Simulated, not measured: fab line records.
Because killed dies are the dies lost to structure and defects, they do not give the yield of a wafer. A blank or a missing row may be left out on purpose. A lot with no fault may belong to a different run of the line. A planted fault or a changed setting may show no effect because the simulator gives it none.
Matching of chambers    flow nand harc    ald hk-03 running NHARC_A_WL_FILL_ALD_10: 4 sister chambers
The step deposits SiO2, target thk 50 nm, pulse time 10 s, ald cycles 500. 8 wafers are shown with their chamber, then 8 later ones without.

WAFERS PAIRED WITH THEIR CHAMBERS
wafer   chamber  heater power w (W)  precursor pulse height rel
L078.3  3        494                 1.000
L079.2  1        427                 0.995
L086.4  3        463                 0.971
L086.5  1        404                 1.004
L089.4  2        473                 1.007
L089.1  0        530                 0.954
L089.6  2        493                 0.995
L092.4  0        525                 0.981

WAFERS WITHOUT THEIR CHAMBER
wafer   heater power w (W)  precursor pulse height rel
L092.5  467                 1.016
L092.6  459                 0.979
L095.1  464                 1.018
L095.2  400                 0.971
L095.4  468                 1.012
L096.2  459                 0.985
L096.4  417                 0.976
L096.6  507                 1.006

WHICH CHAMBER EACH WENT THROUGH
wafer   from the rows above           in truth
L092.5  can't be placed: 2 or 3       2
L092.6  can't be placed: 3 or 2 or 1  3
L095.1  can't be placed: 2 or 3 or 1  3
L095.2  1                             1
L095.4  can't be placed: 2 or 3       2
L096.2  can't be placed: 3 or 2 or 1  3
L096.4  1                             1
L096.6  can't be placed: 2 or 3 or 0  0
Correct placement for 2 of the 8. Cannot be placed on the basis of these rows: 6; the candidates contain the true chamber in 6. Number placed wrongly: 0.
How it was worked out, from the rows above alone: a wafer's distance from a chamber is the root of the sum, over the readings, of the square of ((its reading less the chamber's mean) divided by the reading's scatter). The wafer belongs to the nearest chamber; if the next one is less than 2 further off, it can't be placed. For every chamber, the mean is computed from those of its wafers that are shown. The scatter is the square root of a quotient: the sum, over the shown wafers, of each reading's squared deviation from its chamber's mean, divided by wafers minus chambers.
